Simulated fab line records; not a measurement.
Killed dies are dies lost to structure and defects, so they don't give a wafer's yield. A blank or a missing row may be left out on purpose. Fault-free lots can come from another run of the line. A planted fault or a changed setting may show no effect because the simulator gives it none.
fab line records    flow n5_finfet
record lots=6  wafers=18  last_day=18
route steps=1938 shown GATE_CUT@505 MOL_CONTACT_COAG@517 BEOL_M4@1111 PASSIVATION@1936
lots with no fault: from the same line, run without faults
start_h: the number of hours between the record's first day and the start of the first shown wafer of the lot    wait_h: how many hours have passed since the lot's step before this one    " repeats the value in the row above    L1.1+2: a row that stands for several wafers    - no value, or no start given    * or withheld: withheld    < > ~ a bound
route shown NAME@n: NAME is a module with steps in the file, n the number in the route of the first one    usual: mean/standard deviation taken from wafers without a fault    same: alike in all rows    chamber/n: place in a boat    sites: each site's reading    _std_site: the values' standard deviation    _edge_site: the outer-site mean with the inner-site mean subtracted    radius_mm: how far each site lies from the wafer's centre    mask NAME#n: copy n    behind: the last tool/chamber to shape the wafer    hold: cause of the lot's hold/its duration in hours/its outcome    device: transistor that didn't switch, given as n, p or np    end of line: the same wafers' tests at the end of the route    where a step has no rows: the recipe by itself    killed: the dies lost at the first sort to structure and to defects; this is not the yield of the wafer    map: the dies of a wafer, with x for killed, . for not killed, _ for no die there
set.NAME: the run value of the setting; set.NAME@STEP: its run value at that earlier step    model.NAME: the simulator's own value behind a step, which no gauge read
certain route steps with their lots: each step a table, each wafer a row
services: when a tool's chamber went out of use (start_h, in hours from the record's first day, below 0 if earlier), for how many hours, and the reason
## steps
# step N5_GATE_CUT_VAPOR_ETCH_49
# recipe chemistry=BCl3/Cl2  target=TiAlC  mode=isotropic
# usual drypump_motor_current_A=5.70/0.27  oes_product_au=0.72/0.14
lot.wafer  tool          chamber  start_h  wait_h  drypump_motor_current_A  oes_product_au
L636.1     rie_metal-01  1        97.65    0.1     5.38                     0.69
L636.2     "             1        "        "       5.37                     0.68
L636.4     "             1        "        "       5.36                     0.69
L640.1     rie_metal-01  0        113.95   0.0     5.57                     0.91
L640.2     "             1        "        "       5.37                     0.68
L640.5     "             0        "        "       5.56                     0.91
L643.2     rie_metal-03  1        129.06   0.0     5.24                     0.88
L643.3     "             1        "        "       5.26                     0.87
L643.6     "             0        "        "       5.97                     0.60
L645.1     rie_metal-01  1        143.25   0.0     5.37                     0.68
L645.2     "             0        "        "       5.59                     0.90
L645.4     "             0        "        "       5.56                     0.89
L653.4     rie_metal-02  1        190.91   0.0     5.90                     0.63
L653.5     "             1        "        "       5.90                     0.63
L653.6     "             0        "        "       5.78                     0.59
L659.1     rie_metal-02  1        227.65   0.1     5.91                     0.61
L659.4     "             1        "        "       5.91                     0.62
L659.6     "             1        "        "       5.90                     0.61
# step N5_GATE_CUT_VAPOR_ETCH_51
# recipe chemistry=BCl3/Cl2  target=HfO2  mode=isotropic
# usual drypump_motor_current_A=5.70/0.27  oes_product_au=0.72/0.14
lot.wafer  tool          chamber  start_h  wait_h  drypump_motor_current_A  oes_product_au
L636.1     rie_metal-01  1        97.71    0.1     5.39                     0.69
L636.2     "             1        "        "       5.37                     0.69
L636.4     "             1        "        "       5.41                     0.69
L640.1     rie_metal-01  0        113.98   0.0     5.63                     0.90
L640.2     "             1        "        "       5.39                     0.69
L640.5     "             0        "        "       5.62                     0.91
L643.2     rie_metal-03  1        129.09   0.0     5.26                     0.88
L643.3     "             1        "        "       5.28                     0.88
L643.6     "             0        "        "       5.92                     0.60
L645.1     rie_metal-01  1        143.28   0.0     5.40                     0.69
L645.2     "             0        "        "       5.54                     0.90
L645.4     "             0        "        "       5.59                     0.89
L653.4     rie_metal-02  1        190.94   0.0     5.92                     0.62
L653.5     "             1        "        "       5.89                     0.62
L653.6     "             0        "        "       5.79                     0.59
L659.1     rie_metal-02  1        227.71   0.1     5.91                     0.62
L659.4     "             1        "        "       5.91                     0.62
L659.6     "             1        "        "       5.91                     0.61
# step N5_GATE_CUT_STRIP_21
# recipe chemistry=N2/H2  time_s=30  power_w=1000  temp_c=250  pressure_mtorr=withheld  n2_flow_sccm=1750  h2_flow_sccm=3250
# usual drypump_motor_current_A=5.98/0.24  heater_power_w=364/23
lot.wafer  tool             chamber  start_h  wait_h  drypump_motor_current_A  heater_power_w  rf_hours_counter_h
L636.1     plasma_asher-02  1        97.79    0.1     6.08                     323             93
L636.2     "                0        "        "       6.37                     377             93
L636.4     "                1        "        "       6.10                     319             -
L640.1     plasma_asher-01  1        114.03   0.0     5.89                     369             39
L640.2     "                0        "        "       5.71                     378             39
L640.5     "                1        "        "       5.87                     374             -
L643.2     plasma_asher-02  0        129.14   0.0     6.38                     382             99
L643.3     "                1        "        "       6.13                     320             -
L643.6     "                1        "        "       6.10                     314             -
L645.1     plasma_asher-02  0        143.33   0.0     6.38                     387             102
L645.2     "                1        "        "       6.10                     316             102
L645.4     "                0        "        "       6.39                     378             -
L653.4     plasma_asher-01  0        191.00   0.1     5.72                     380             -
L653.5     "                1        "        "       5.90                     374             -
L653.6     "                0        "        "       5.73                     379             -
L659.1     plasma_asher-01  1        227.79   0.1     5.93                     365             61
L659.4     "                1        "        "       5.88                     367             -
L659.6     "                0        "        "       5.68                     366             -
# step N5_GATE_CUT_STRIP_29
# recipe chemistry=post_etch_residue_remover  time_s=60  temp_c=25  remover_ph=withheld  remover_water_wt_pct=withheld  remover_fluoride_wt_pct=withheld
# step N5_GATE_CUT_SRD_52
# recipe dry=ipa_marangoni  time_s=30  temp_c=23  rinse_liquid=diw
# step N5_GATE_CUT_ALD_22
# recipe material=SiNx  target_thk_a=160  temp_c=400  ald_precursor_family=SiH2I2  ald_co_reactant=N2/H2-plasma  pulse_time_s=1  ald_cycles=320  purge_time_s=2  co_reactant_purge_time_s=2  pressure_torr=2
# step N5_GATE_CUT_CMP_23
# recipe stop_on=SiO2  t_overpolish_s=23.4  post_cmp_clean=alkaline_brush  down_force_psi=2.5  platen_rpm=51.8  pad_velocity_m_s=1.0307  target_thk_nm=16
# usual edge_zone_pressure_frac=0.999/0.0047  motor_current_A=9.2/1  overpolish_run_s=23.401/0.0096  time_to_endpoint_s=17.2/2.7
lot.wafer  tool    chamber  start_h  wait_h  edge_zone_pressure_frac  motor_current_A  overpolish_run_s  time_to_endpoint_s
L636.2     cmp-03  3        99.99    0.8     1.004                    9.1              23.402            18.5
L636.4     "       0        "        "       1.003                    9.1              23.394            14.3
L636.1     "       2        "        "       1.007                    7.8              23.394            17.8
L640.1     cmp-04  0        115.69   0.8     1.006                    9.7              23.398            19.2
L640.2     "       1        "        "       1.005                    9.0              23.405            17.8
L640.5     "       0        "        "       1.008                    9.5              23.413            17.6
L643.2     cmp-02  0        131.12   0.8     0.999                    9.8              23.415            15.1
L643.3     "       1        "        "       0.989                    11.4             23.393            15.8
L643.6     "       0        "        "       1.000                    9.7              23.390            12.8
L645.4     cmp-04  1        145.01   0.8     0.997                    8.3              23.412            18.3
L645.1     "       2        "        "       1.003                    8.2              23.410            21.9
L645.2     "       3        "        "       0.998                    10.5             23.399            14.2
L653.4     cmp-04  0        193.25   0.9     1.003                    9.6              23.402            19.7
L653.6     "       1        "        "       0.999                    8.9              23.402            17.7
L653.5     "       2        "        "       0.994                    7.9              23.387            23.1
L659.4     cmp-02  3        229.51   0.8     1.008                    8.0              23.383            14.4
L659.1     "       0        "        "       1.001                    9.5              23.420            16.3
L659.6     "       1        "        "       1.002                    11.5             23.396            16.0
# step N5_GATE_CUT_THK_MEAS_24
# recipe reads=SiO2_of_GATE_CUT_HM_DEP_46+SiO2_flowable_of_ILD0_FCVD_FILL_01
# usual GC_FILL_THK=219.7/2.1
lot.wafer  tool           chamber  start_h  wait_h  GC_FILL_THK[nm]
L636.1     film_metro-02  -        100.28   -       217.4
L636.2     "              -        "        "       220.4
L636.4     "              -        "        "       221.7
L640.1     film_metro-01  -        115.98   -       221.2
L640.2     "              -        "        "       222.1
L640.5     "              -        "        "       223.9
L643.2     film_metro-01  -        131.42   -       221.9
L643.3     "              -        "        "       221.2
L643.6     "              -        "        "       221.6
L645.1     film_metro-01  -        145.26   -       217.9
L645.2     "              -        "        "       215.6
L645.4     "              -        "        "       221.6
L653.4     film_metro-01  -        193.43   -       218.5
L653.5     "              -        "        "       219.8
L653.6     "              -        "        "       220.8
L659.1     film_metro-01  -        229.73   -       217.5
L659.4     "              -        "        "       222.5
L659.6     "              -        "        "       219.8
# step N5_GATE_CUT_CMP_43
# recipe material=SiO2  post_cmp_clean=rinse_only
# usual edge_zone_pressure_frac=1.000/0.0043  motor_current_A=12.4/1.5
lot.wafer  tool    chamber  start_h  wait_h  edge_zone_pressure_frac  motor_current_A
L636.4     cmp-04  1        100.31   0.0     1.002                    11.0
L636.2     "       2        "        "       0.998                    10.7
L636.1     "       0        "        "       1.001                    12.8
L640.1     cmp-02  1        116.09   0.1     0.999                    15.1
L640.2     "       3        "        "       0.998                    10.8
L640.5     "       1        "        "       0.999                    15.5
L643.2     cmp-04  3        131.65   0.2     1.001                    13.6
L643.3     "       1        "        "       0.999                    11.6
L643.6     "       3        "        "       1.002                    14.6
L645.1     cmp-02  2        145.29   0.0     0.997                    11.7
L645.2     "       3        "        "       1.002                    11.1
L645.4     "       1        "        "       1.007                    14.8
L653.4     cmp-02  0        193.46   0.0     0.996                    12.6
L653.6     "       0        "        "       1.000                    12.3
L653.5     "       1        "        "       0.999                    14.9
L659.4     cmp-03  3        229.92   0.2     1.000                    11.8
L659.1     "       0        "        "       0.994                    12.6
L659.6     "       1        "        "       1.004                    13.0
# step N5_GATE_CUT_CMP_61
# recipe stop_on=SiNx  t_overpolish_s=3  post_cmp_clean=alkaline_brush  down_force_psi=4  platen_rpm=27.09  pad_velocity_m_s=0.539
# step N5_GATE_CUT_INSPECT_26
# recipe inspect_instrument=darkfield  mode=post_cmp
# usual raw_defect_count=47/17
lot.wafer  tool               chamber  start_h  wait_h  raw_defect_count
L636.1     defect_inspect-02  -        101.02   0.0     34
L636.2     "                  -        "        "       30
L636.4     "                  -        "        "       22
L640.1     defect_inspect-01  -        116.72   0.0     64
L640.2     "                  -        "        "       68
L640.5     "                  -        "        "       36
L643.2     defect_inspect-01  -        132.36   0.0     69
L643.3     "                  -        "        "       62
L643.6     "                  -        "        "       83
L645.1     defect_inspect-01  -        146.00   0.0     38
L645.2     "                  -        "        "       38
L645.4     "                  -        "        "       34
L653.4     defect_inspect-02  -        194.17   0.0     38
L653.5     "                  -        "        "       29
L653.6     "                  -        "        "       50
L659.1     defect_inspect-01  -        230.47   0.0     35
L659.4     "                  -        "        "       37
L659.6     "                  -        "        "       27
# step N5_MOL_CONTACT_COAG_COAT_103
# recipe resist=SOC  temp_c=250  time_s=60  spin_rpm=1500  resist_thk_nm=80
# usual heater_power_total_W=500.4/1.9  plate_temp_C=250.00/0.17  resist_line_temp_C=23.02/0.098
lot.wafer  tool            chamber  start_h  wait_h  heater_power_total_W  plate_temp_C  resist_line_temp_C  model.SOC_of_MOL_CONTACT_COAG_COAT_103.thk_nm
L636.1     litho_track-03  0        101.06   0.0     501.5                 249.95        23.18               79.8
L636.2     "               0        "        "       502.4                 250.17        23.11               80
L636.4     "               0        "        "       501.8                 250.03        23.04               79.8
L640.1     litho_track-05  0        116.75   0.0     499.9                 250.05        22.86               80.4
L640.2     "               0        "        "       501.8                 250.01        22.89               80.2
L640.5     "               0        "        "       498.1                 250.19        22.84               80.2
L643.2     litho_track-03  0        132.39   0.0     473.4                 238.52        22.93               80.8
L643.3     "               0        "        "       474.3                 238.43        22.99               80.4
L643.6     "               0        "        "       472.2                 238.52        23.23               80.4
L645.1     litho_track-03  0        146.04   0.0     469.8                 238.31        23.18               80.4
L645.2     "               0        "        "       472.5                 238.05        23.01               80.8
L645.4     "               0        "        "       469.9                 238.14        23.08               80.4
L653.4     litho_track-02  0        194.92   0.7     500.9                 249.83        23.10               80
L653.5     "               0        "        "       503.3                 250.13        23.02               80
L653.6     "               0        "        "       501.6                 249.99        23.11               80.2
L659.1     litho_track-02  0        230.50   0.0     503.3                 249.84        22.94               79.8
L659.4     "               0        "        "       498.4                 250.10        23.09               79.8
L659.6     "               0        "        "       502.5                 249.93        23.03               79.8
# step N5_MOL_CONTACT_COAG_COAT_104
# recipe resist=SiARC  temp_c=220  time_s=60  spin_rpm=1500  resist_thk_nm=12
# step N5_BEOL_M4_RC_MEAS_101
# usual DIBL_N=36.4/1.6  DIBL_P=36.2/1.8  IOFF_N=0.159/0.029  IOFF_P=0.21/0.034  ION_N=670/12  ION_P=459/8.2  SS_N=71.5/0.59  SS_P=73.2/0.54  VT_N=250/3.3  VT_P=-250/3.7
lot.wafer  tool       chamber  start_h  wait_h  DIBL_N[mV/V]  DIBL_P[mV/V]  IOFF_N[nA/um]  IOFF_P[nA/um]  ION_N[uA/um]  ION_P[uA/um]  SS_N[mV/dec]  SS_P[mV/dec]  VT_N[mV]  VT_P[mV]
L636.1     prober-02  0        188.49   0.0     37.6          38.5          0.178          0.23           672           454           71.7          74.4          252       -250
L636.2     "          0        "        "       35.8          37.1          0.149          0.19           657           448           70.8          73.3          249       -253
L636.4     "          0        "        "       36.8          37.3          0.164          0.21           680           458           70.8          73.3          249       -252
L640.1     prober-01  0        211.55   0.0     35.2          35.6          0.152          0.20           670           458           71.6          73.0          249       -250
L640.2     "          0        "        "       34.2          35.2          0.128          0.18           647           450           71.3          73.3          253       -251
L640.5     "          0        "        "       36.0          37.8          0.166          0.25           667           462           71.7          74.2          244       -247
L645.1     prober-01  0        224.96   0.0     35.6          33.0          0.129          0.18           671           460           71.4          72.4          252       -250
L645.2     "          0        "        "       38.1          36.9          0.188          0.24           691           471           72.2          74.2          246       -248
L645.4     "          0        "        "       38.4          37.0          0.182          0.25           682           470           72.2          73.6          248       -245
L643.2     prober-01  0        244.11   0.2     35.9          34.4          0.120          0.15           647           438           71.3          73.7          255       -256
L643.3     "          0        "        "       38.7          38.6          0.180          0.21           666           449           71.5          74.1          251       -255
L643.6     "          0        "        "       37.7          36.1          0.152          0.17           670           444           71.5          73.4          251       -257
L653.4     prober-01  0        294.06   0.5     35.4          34.5          0.132          0.18           663           457           71.2          73.0          255       -251
L653.5     "          0        "        "       34.9          34.4          0.132          0.18           662           457           71.7          72.9          254       -254
L653.6     "          0        "        "       34.7          35.0          0.125          0.18           656           449           71.9          73.6          257       -253
L659.1     prober-02  0        335.18   0.0     34.1          35.5          0.141          0.23           670           476           71.9          73.0          250       -247
L659.4     "          0        "        "       35.7          37.1          0.160          0.26           663           464           71.1          73.7          249       -245
L659.6     "          0        "        "       38.0          39.3          0.218          0.31           701           481           71.8          74.1          245       -240
# step N5_PASSIVATION_PROBE_49
# usual defect_limited_yield=91.1/1.5  killed_at_M0_to_M3=33/9.9  killed_at_M4_up=14/5.2  killed_at_contacts=12/6.7  killed_at_front_end=43/13  killed_at_other=3.4/2.7  killed_dies=105/17  killed_open=69/13  killed_short=33/7.5  sort_bin_5_function=5.2/0.91  sort_bin_6_memory=3.3/0.71  sort_bin_8_speed=0.00/0.032  sort_n_pass=1075/17  sort_yield_pct=91.1/1.5
# same gross_dies=1180  killed_at_back_side=0  sort_bin_4_leakage[%]=0
lot.wafer  tool       chamber  start_h  wait_h  defect_limited_yield[%]  killed_at_M0_to_M3  killed_at_M4_up  killed_at_contacts  killed_at_front_end  killed_at_other  killed_dies  killed_open  killed_short  sort_bin_5_function[%]  sort_bin_6_memory[%]  sort_bin_8_speed[%]  sort_n_pass  sort_yield_pct[%]
L643.2     prober-01  -        342.63   0.1     92.5                     48                  4                4                   32                   1                89           47           35            3.9                     2.9                   0.34                 1087         92.1
L643.3     prober-01  -        342.68   0.1     88.9                     41                  19               21                  50                   0                131          86           44            6.6                     4.1                   0                    1049         88.9
L643.6     prober-01  -        342.83   0.3     91.1                     28                  17               9                   50                   1                105          76           29            6.0                     2.6                   0                    1075         91.1
L659.1     prober-01  -        438.35   0.0     88.6                     36                  16               14                  62                   7                135          98           36            6.7                     4.5                   0                    1045         88.6
L659.4     prober-01  -        438.50   0.2     92.9                     27                  11               14                  29                   3                84           62           20            4.3                     2.4                   0                    1096         92.9
L659.6     prober-01  -        438.60   0.3     91.7                     33                  10               11                  42                   2                98           64           32            4.7                     3.0                   0                    1082         91.7
# killed by level:class
L643.2 BEOL_M0_SAQP:geometric_particle:short=17 BEOL_M0_SAQP:geometric_particle:open=12 BEOL_M3:geometric_particle:open=7 HKMG_FIN:area_etch=6 FIN_SAQP:geometric_particle:open=5 FIN_SAQP:geometric_particle:short=5 BEOL_M1:geometric_particle:open=5 GATE_CUT:geometric_particle:short=4
L643.3 MOL_CONTACT_COAG:geometric_particle:open=17 BEOL_M1:geometric_particle:open=14 STI_FIN_REVEAL:geometric_particle:open=13 BEOL_M0_SAQP:geometric_particle:short=10 BEOL_M4:geometric_particle:open=7 ILD0:geometric_particle:short=7 FIN_SAQP:geometric_particle:open=6 ILD0:geometric_particle:open=6
L643.6 FIN_SAQP:geometric_particle:open=16 BEOL_M1:geometric_particle:open=11 FIN_SAQP:geometric_particle:short=8 STI_FIN_REVEAL:geometric_particle:open=8 BEOL_M0_SAQP:geometric_particle:open=6 MOL_CONTACT_COAG:geometric_particle:open=5 MOL_CONTACT_COAG:geometric_particle:short=4 BEOL_M3:geometric_particle:open=4
L659.1 STI_FIN_REVEAL:geometric_particle:open=20 BEOL_M4:geometric_particle:open=12 FIN_SAQP:geometric_particle:open=11 MOL_CONTACT_COAG:geometric_particle:open=11 BEOL_M0_SAQP:geometric_particle:open=10 BEOL_M0_SAQP:geometric_particle:short=8 FIN_SAQP:geometric_particle:short=7 BEOL_M1:geometric_particle:open=6
L659.4 MOL_CONTACT_COAG:geometric_particle:open=11 BEOL_M2:geometric_particle:open=6 BEOL_M4:geometric_particle:open=6 STARTING-WAFER:geometric_particle:open=6 FIN_SAQP:geometric_particle:open=5 GATE_CUT:geometric_particle:open=5 BEOL_M3:geometric_particle:open=5 STI_FIN_REVEAL:geometric_particle:open=4
L659.6 STI_FIN_REVEAL:geometric_particle:open=12 MOL_CONTACT_COAG:geometric_particle:open=8 BEOL_M0_SAQP:geometric_particle:short=8 BEOL_M3:geometric_particle:open=7 BEOL_M2:geometric_particle:open=6 FIN_SAQP:geometric_particle:open=4 BEOL_M4:geometric_particle:open=4 FIN_SAQP:geometric_particle:short=3
## services
tool            chamber  start_h  hours  kind
rie_metal-02    1        73.77    1.5    repair
rie_metal-03    -        86.82    1.4    pm
rie_metal-01    0        94.61    7.9    repair
cmp-03          -        127.78   4.0    pm
cmp-03          -        131.78   -      consumable_replace:conditioner
cmp-03          -        131.78   -      consumable_replace:pad
rie_metal-03    0        133.68   -      clean
rie_metal-03    0        133.68   18.7   scheduled_down
rie_metal-03    0        133.68   18.7   vent_cycle
cmp-03          -        144.78   18.1   pm
cmp-04          -        154.17   0.5    repair
cmp-03          -        166.26   1.2    repair
rie_metal-03    0        169.63   1.4    repair
cmp-03          -        171.73   1.7    repair
cmp-03          -        183.05   3.6    repair
rie_metal-02    -        196.79   10.0   pm
litho_track-03  -        197.49   -      consumable_replace:filter
rie_metal-02    0        206.79   -      clean
rie_metal-02    0        206.79   23.4   scheduled_down
rie_metal-02    0        206.79   23.4   vent_cycle
cmp-02          -        212.68   4.0    pm
cmp-02          -        216.68   -      consumable_replace:conditioner
cmp-02          -        216.68   -      consumable_replace:pad
cmp-04          -        217.00   5.3    pm
## key
first_sign step=N5_MOL_CONTACT_COAG_COAT_103  reading=plate_temp_C  direction=down  sigmas=69  usual=*  struck=*
effect step=N5_MOL_CONTACT_COAG_COAT_103  reading=heater_power_total_W  direction=down  sigmas=15  usual=*  struck=*
model_effect step=N5_MOL_CONTACT_COAG_COAT_103  value=SOC_of_MOL_CONTACT_COAG_COAT_103.thk_nm  without=80.17  struck=80.53
met_at N5_MOL_CONTACT_COAG_COAT_103
struck_wafers L643.2,L643.3,L643.6,L645.1,L645.2,L645.4
onset_between 101.06 132.39
fault kind=process_parameter_drift  tool=litho_track-03  chamber=-  onset_h=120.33  steps=N5_MOL_CONTACT_COAG_COAT_103  channel=temp_c  offset=*  shape=step  end_h=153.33  acts_in=*  stated=*
